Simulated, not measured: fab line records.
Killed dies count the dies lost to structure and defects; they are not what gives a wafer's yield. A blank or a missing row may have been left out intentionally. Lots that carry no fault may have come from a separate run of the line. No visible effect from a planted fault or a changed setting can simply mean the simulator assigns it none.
Which tool did it?    flow nand_harc    6 lots with 18 wafers sampled at 5 steps, on a route of 1302 steps

WHAT THE GAUGES READ, wafer by wafer
NHARC_END_SORT_01.
lot   measured      on         killed_at_array
L952  day 31 20:42  prober-02  669 673 673

EACH LOT AND THE TOOL THAT RAN IT (in order: tool; ch and the chambers of the sampled wafers; start)
lot   NHARC_A_STAIRCASE_STRIP_205           NHARC_A_STAIRCASE_ETCH_221                     NHARC_A_STAIRCASE_TRIM_222                     NHARC_A_STAIRCASE_ETCH_223
L938  plasma_asher-02 ch 0,1, day 17 22:10  rie_diel-09 ch 0,3, day 18 00:13 or earlier    rie_diel-09 ch 0,3, day 18 00:13 or earlier    rie_diel-09 ch 0,1,3, day 18 00:13
L940  plasma_asher-02 ch 1, day 18 19:06    rie_diel-13 ch 0,1, day 18 23:46 or earlier    rie_diel-13 ch 0,2,3, day 18 23:46 or earlier  rie_diel-13 ch 0,1, day 18 23:46
L948  plasma_asher-01 ch 0,1, day 22 10:49  rie_diel-06 ch 2,3, day 22 12:40 or earlier    rie_diel-06 ch 0,2,3, day 22 12:40 or earlier  rie_diel-06 ch 1,2,3, day 22 12:40
L952  plasma_asher-02 ch 0,1, day 23 11:36  rie_diel-13 ch 0,1, day 23 13:44 or earlier    rie_diel-13 ch 1,3, day 23 13:44 or earlier    rie_diel-13 ch 0,1,2, day 23 13:44
L954  plasma_asher-02 ch 0,1, day 25 00:12  rie_diel-06 ch 0,1,2, day 25 02:08 or earlier  rie_diel-06 ch 1,2, day 25 02:08 or earlier    rie_diel-06 ch 0,3, day 25 02:08
L956  plasma_asher-02 ch 0,1, day 25 12:32  rie_diel-06 ch 1,3, day 25 17:53 or earlier    rie_diel-06 ch 0,1,2, day 25 17:53 or earlier  rie_diel-06 ch 0,2,3, day 25 17:53
- NHARC_A_STAIRCASE_STRIP_205: strips in O2.
- NHARC_A_STAIRCASE_ETCH_221: etches the open film in C4F8/O2, target depth 100 nm, time 40.5 s.
- NHARC_A_STAIRCASE_TRIM_222: chemistry O2, time 211.2 s.
- NHARC_A_STAIRCASE_ETCH_223: etches the open film in C4F8/O2, target depth 100 nm, time 40.5 s.

THE ANSWER, worked out from the rows above alone
Rule: the lots themselves supply what counts as usual. Put in order of their means at a reading, lots are off if they are a third of the lots or fewer, leave a main group of 4 or more, and stand apart from it by a gap of 3 or more times the standard deviation of the main group's means; of several such gaps the widest counts. A main group whose means are all the same, to the digits that the tables above print for the reading, isn't used. A lot without any number at a reading at which 4 lots or more have one is off too. All remaining lots with rows at the step are treated as sound.
No lot is off at any reading shown: from this, nothing can be told.

WHAT THE SIMULATOR HAD PUT IN
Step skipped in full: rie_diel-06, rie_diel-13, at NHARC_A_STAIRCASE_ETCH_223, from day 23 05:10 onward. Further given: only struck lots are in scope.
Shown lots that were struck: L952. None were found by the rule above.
